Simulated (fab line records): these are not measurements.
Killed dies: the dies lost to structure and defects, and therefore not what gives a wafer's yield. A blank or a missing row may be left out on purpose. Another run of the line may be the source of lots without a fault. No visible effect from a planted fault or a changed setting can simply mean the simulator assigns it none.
One fault through the eyes of 2 desks | flow n5_finfet | each desk holds nothing but its own numbers, with what lay behind them at the end

METROLOGY DESK
What the gauges read, lot by lot, whatever tool the lot ran on: means of the sampled wafers that have a number. The brackets show how far a lot's mean lies from the usual mean; more than 4 standard deviations puts the lot out of limits, marked OUT.
Columns: A = cd_nm at N5_MIM_TOP_LITHO_CD_MEAS_08, usual 1999.5 nm
lot  | first seen here | A
L757 | day 14 12:20    | 1997.3
L758 | day 15 03:49    | 2003.9
L759 | day 15 11:38    | 1999.5
L761 | day 16 12:08    | 1999.9
L768 | day 17 12:22    | 2000.4
L769 | day 18 11:43    | 2002.0
L773 | day 18 17:28    | 2001.2
L775 | day 19 08:40    | 1997.4
L774 | day 19 23:31    | 1998.0
L779 | day 20 10:10    | 1999.3
L777 | day 21 18:26    | 1997.1
This desk's finding: nothing out of limits on any of the 11 lots.

DESK OF THE TOOL OWNER: rie_diel-05
The tool's own readings at N5_BEOL_M6_ETCH_66 (etches SOC in N2/H2, target depth 80 nm, overetch 16 nm, time 120 s): means of the sampled wafers that have a number, for each lot that ran on this tool. The brackets show how far a lot's mean lies from the usual mean; more than 4 standard deviations puts the lot out of limits, marked OUT.
Columns: A = drypump_motor_current_A at N5_BEOL_M6_ETCH_66, usual 5.7 A; B = oes_product_au at N5_BEOL_M6_ETCH_66, usual 0.62 a.u.; C = rf_vpp_V at N5_BEOL_M6_ETCH_66, usual 523.7 V; D = showerhead_plenum_p_Torr at N5_BEOL_M6_ETCH_66, usual 2.53 Torr; E = throttle_valve_pct at N5_BEOL_M6_ETCH_66, usual 17.57 %
lot  | first seen here | A   | B    | C     | D    | E
L757 | day 11 09:20    | 5.6 | 0.67 | 521.9 | 2.48 | 17.54
L759 | day 12 10:07    | 5.7 | 0.60 | 522.9 | 2.51 | 17.52
L761 | day 13 05:23    | 5.6 | 0.63 | 523.4 | 2.50 | 17.58
This desk's finding: nothing out of limits on any of the 3 lots.

BROUGHT TOGETHER
At the metrology desk, nothing out of limits was observed.
The tool owner's desk saw nothing out of limits.

WHAT HAD BEEN PUT IN BY THE SIMULATOR
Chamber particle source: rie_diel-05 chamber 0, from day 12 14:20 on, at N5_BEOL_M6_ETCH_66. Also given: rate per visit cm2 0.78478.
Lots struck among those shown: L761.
